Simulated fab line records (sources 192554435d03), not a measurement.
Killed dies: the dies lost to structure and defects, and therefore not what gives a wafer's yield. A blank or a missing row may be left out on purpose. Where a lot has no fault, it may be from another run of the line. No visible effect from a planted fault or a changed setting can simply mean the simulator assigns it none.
Chamber matching / flow n5-finfet / N5_SDB_STRIP_21 on rie-diel-02 has 4 sister chambers
The step strips in CF4. 8 wafers are shown with their chamber, then 7 later ones without.

WAFERS PAIRED WITH THEIR CHAMBERS
wafer=L078.3; chamber=2; drypump-motor-current-A (A)=6.5; throttle-valve-pct (%)=13.58
wafer=L081.6; chamber=0; drypump-motor-current-A (A)=5.3; throttle-valve-pct (%)=12.98
wafer=L083.1; chamber=1; drypump-motor-current-A (A)=5.5; throttle-valve-pct (%)=13.81
wafer=L086.1; chamber=0; drypump-motor-current-A (A)=5.2; throttle-valve-pct (%)=13.02
wafer=L086.2; chamber=1; drypump-motor-current-A (A)=5.5; throttle-valve-pct (%)=13.85
wafer=L086.4; chamber=3; drypump-motor-current-A (A)=5.1; throttle-valve-pct (%)=14.03
wafer=L088.2; chamber=2; drypump-motor-current-A (A)=6.5; throttle-valve-pct (%)=13.62
wafer=L088.3; chamber=3; drypump-motor-current-A (A)=5.1; throttle-valve-pct (%)=14.05

WAFERS WHOSE CHAMBER IS MISSING
wafer=L088.5; drypump-motor-current-A (A)=6.5; throttle-valve-pct (%)=13.62
wafer=L090.1; drypump-motor-current-A (A)=5.1; throttle-valve-pct (%)=14.06
wafer=L090.3; drypump-motor-current-A (A)=5.5; throttle-valve-pct (%)=13.86
wafer=L090.6; drypump-motor-current-A (A)=5.1; throttle-valve-pct (%)=14.06
wafer=L093.1; drypump-motor-current-A (A)=6.4; throttle-valve-pct (%)=13.63
wafer=L093.4; drypump-motor-current-A (A)=5.5; throttle-valve-pct (%)=13.87
wafer=L093.5; drypump-motor-current-A (A)=5.5; throttle-valve-pct (%)=13.87

WHICH CHAMBER EACH ONE RAN IN
wafer=L088.5; from the rows above=2; in truth=2
wafer=L090.1; from the rows above=3; in truth=3
wafer=L090.3; from the rows above=1; in truth=1
wafer=L090.6; from the rows above=3; in truth=3
wafer=L093.1; from the rows above=2; in truth=2
wafer=L093.4; from the rows above=1; in truth=1
wafer=L093.5; from the rows above=1; in truth=1
Correctly placed: 7 of 7. Number that these rows cannot place: 0. 0 placed wrongly.
How it was worked out, from the rows above alone: a wafer's distance from a chamber is the root of the sum, over the readings, of the square of ((its reading less the chamber's mean) divided by the reading's scatter). If the next closest chamber is less than 2 further off than the closest, the wafer can't be placed; otherwise it belongs to the closest. The mean given for a chamber averages the wafers shown for that chamber. The scatter: take each reading less its chamber's mean, square it, sum over the shown wafers, divide by the number of wafers less the number of chambers, and take the root.
